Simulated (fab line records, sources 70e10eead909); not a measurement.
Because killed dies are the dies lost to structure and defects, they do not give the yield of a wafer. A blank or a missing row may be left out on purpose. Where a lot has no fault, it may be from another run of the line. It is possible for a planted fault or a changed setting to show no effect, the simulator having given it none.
Which tool did it? ; flow nand harc ; Sampling: 24 lots, 72 wafers, 3 of 1302 route steps

== WHAT THE GAUGES SHOWED, per wafer ==
NHARC_A_M0_INSPECT_27. Usual: raw defect count at 546, with a standard deviation of 150.
lot;measured;on;raw defect count;flag
L075;day 23 14:23;defect inspect-01;662 613 764;
L074;day 23 16:34;defect inspect-01;403 416 470;
L077;day 23 17:16;defect inspect-01;541 383 538;
L076;day 23 20:40;defect inspect-02;382 449 394;
L078;day 24 03:56;defect inspect-02;479 643 461;
L081;day 25 07:33;defect inspect-02;690 588 678;
L080;day 25 14:35;defect inspect-02;892 570 655;
L079;day 25 16:37;defect inspect-02;671 586 574;
L082;day 26 18:17;defect inspect-02;511 444 407;
L083;day 26 20:23;defect inspect-01;449 442 431;
L084;day 26 21:58;defect inspect-01;514 436 485;
L085;day 26 23:23;defect inspect-02;363 374 385;
L086;day 27 13:16;defect inspect-02;965 748 656;
L087;day 28 19:36;defect inspect-01;429 505 454;
L088;day 28 20:14;defect inspect-02;408 349 400;
L089;day 29 02:55;defect inspect-01;597 528 429;
L090;day 29 08:51;defect inspect-01;743 726 658;
L091;day 29 23:51;defect inspect-02;329 524 402;
L094;day 30 15:49;defect inspect-02;619 588 562;
L092;day 30 18:23;defect inspect-02;576 592 608;
L093;day 30 22:43;defect inspect-01;528 573 489;
L096;day 32 04:39;defect inspect-01;437 413 391;
L095;day 32 15:10;defect inspect-01;419 411 619;
L097;day 32 18:52;defect inspect-01;575 444 797;

NHARC_A_M1_OVL_MEAS_10: pitch 240 nm. Usual: overlay x nm -0.2 nm, standard deviation 0.55; overlay y nm -0.2 nm, standard deviation 0.56.
lot;measured;on;overlay x nm (nm);overlay y nm (nm);flag
L075;day 23 15:52;overlay-01;-0.2 0.0 0.3;-0.5 -0.4 -0.6;
L074;day 23 17:56;overlay-02;-0.3 -0.1 0.2;-0.7 -0.4 -1.2;
L077;day 23 18:44;overlay-01;-0.7 -1.0 -0.4;-0.2 -0.1 0.3;
L076;day 23 22:10;overlay-02;-1.0 -1.8 -1.2;0.4 0.2 0.4;
L078;day 24 05:23;overlay-01;0.3 0.3 0.2;0.2 0.1 0.4;
L081;day 25 09:07;overlay-01;-1.2 -0.9 -1.2;0.4 0.5 0.7;
L080;day 25 15:56;overlay-01;-0.1 -0.5 -0.4;-0.8 -1.0 -0.2;
L079;day 25 18:06;overlay-01;-0.2 0.1 -0.7;-0.5 -0.5 -0.2;
L082;day 26 19:45;overlay-01;-1.1 -0.9 -0.9;-0.7 -0.5 -0.7;
L083;day 26 21:52;overlay-01;-0.1 0.6 0.7;0.1 0.4 0.1;
L084;day 26 23:26;overlay-02;-0.4 -0.1 -0.3;-0.3 -0.5 -0.1;
L085;day 27 00:45;overlay-02;-0.5 -0.1 0.4;-1.0 -0.8 -0.4;
L086;day 27 14:44;overlay-02;-0.3 -0.2 -0.2;0.5 0.3 0.5;
L087;day 28 20:59;overlay-01;-0.2 0.6 0.2;0.5 0.0 0.2;
L088;day 28 21:38;overlay-02;-0.4 -0.2 -0.1;-0.1 -0.1 -0.6;
L089;day 29 04:24;overlay-02;-0.1 -0.4 -1.1;0.1 0.8 0.2;
L090;day 29 10:20;overlay-02;-0.3 0.4 -0.4;0.2 -0.3 0.1;
L091;day 30 01:13;overlay-01;-0.4 -0.4 -0.3;-0.8 -0.4 -0.5;
L094;day 30 17:17;overlay-02;-0.4 0.1 -0.5;1.1 0.8 0.6;
L092;day 30 19:44;overlay-01;-0.4 0.4 0.2;-0.5 -0.2 -0.5;
L093;day 31 00:13;overlay-01;-0.1 0.1 -0.1;-1.0 -0.6 -0.5;
L096;day 32 06:07;overlay-02;-0.1 0.0 0.2;-0.6 -0.7 -0.6;
L095;day 32 16:42;overlay-02;0.0 -0.9 -0.2;-0.7 -0.6 -0.6;
L097;day 32 20:22;overlay-01;1.1 0.9 1.1;-0.2 0.6 0.2;

== WHAT TOOL EACH LOT RAN ON (gives the tool, then ch and the chambers of the sampled wafers, and finally the start) ==
lot;NHARC_A_M0_ANNEAL_30
L075;rtp anneal-01 ch 0, day 23 13:40
L074;rtp anneal-01 ch 0, day 23 15:48
L077;rtp anneal-02 ch 0, day 23 16:27
L076;rtp anneal-02 ch 0, day 23 19:53
L078;rtp anneal-02 ch 0, day 24 03:07
L081;rtp anneal-01 ch 0, day 25 06:44
L080;rtp anneal-02 ch 0, day 25 13:47
L079;rtp anneal-01 ch 0, day 25 15:51
L082;rtp anneal-01 ch 0, day 26 17:29
L083;rtp anneal-02 ch 0, day 26 19:35
L084;rtp anneal-01 ch 0, day 26 21:11
L085;rtp anneal-01 ch 0, day 26 22:39
L086;rtp anneal-02 ch 0, day 27 12:31
L087;rtp anneal-01 ch 0, day 28 18:50
L088;rtp anneal-01 ch 0, day 28 19:25
L089;rtp anneal-02 ch 0, day 29 02:05
L090;rtp anneal-02 ch 0, day 29 08:05
L091;rtp anneal-02 ch 0, day 29 23:02
L094;rtp anneal-02 ch 0, day 30 15:03
L092;rtp anneal-02 ch 0, day 30 17:31
L093;rtp anneal-02 ch 0, day 30 21:59
L096;rtp anneal-01 ch 0, day 32 03:53
L095;rtp anneal-01 ch 0, day 32 14:28
L097;rtp anneal-01 ch 0, day 32 18:07
- NHARC_A_M0_ANNEAL_30: time 90 s.

== WHAT THE TOOLS THEMSELVES READ (means of the sampled wafers that have a number; where no wafer has one, the mark that the record gives instead) ==
NHARC_A_M0_ANNEAL_30. Usual: wafer_temp_C_max at 226.5, with a standard deviation of 0.32.
lot;tool;wafer_temp_C_max;flag
L075;rtp anneal-01;226.5;
L074;rtp anneal-01;226.5;
L077;rtp anneal-02;226.7;
L076;rtp anneal-02;226.7;
L078;rtp anneal-02;226.6;
L081;rtp anneal-01;226.2;
L080;rtp anneal-02;226.7;
L079;rtp anneal-01;226.3;
L082;rtp anneal-01;226.2;
L083;rtp anneal-02;226.2;
L084;rtp anneal-01;226.2;
L085;rtp anneal-01;226.3;
L086;rtp anneal-02;226.8;
L087;rtp anneal-01;226.5;
L088;rtp anneal-01;226.5;
L089;rtp anneal-02;226.5;
L090;rtp anneal-02;226.4;
L091;rtp anneal-02;226.9;
L094;rtp anneal-02;226.7;
L092;rtp anneal-02;226.2;
L093;rtp anneal-02;226.4;
L096;rtp anneal-01;226.7;
L095;rtp anneal-01;226.3;
L097;rtp anneal-01;226.2;

== THE ANSWER, worked out from the rows above alone ==
Rule: lot off if the mean of its wafers having a number is beyond 3 standard deviations from the usual mean. A lot without any number at a reading at which 4 lots or more have one is off too. Where the step has rows for the other lots, those lots are counted as sound. The gauges are gone through in route order, then the tools' own readings, and for those a lot's mean is taken as printed above. At the first step where some lot is off, the reading lying furthest off is the one used; lots without a number count as furthest.
No lot is off at any reading shown: from this, nothing can be told.

== WHAT HAD BEEN PUT IN BY THE SIMULATOR ==
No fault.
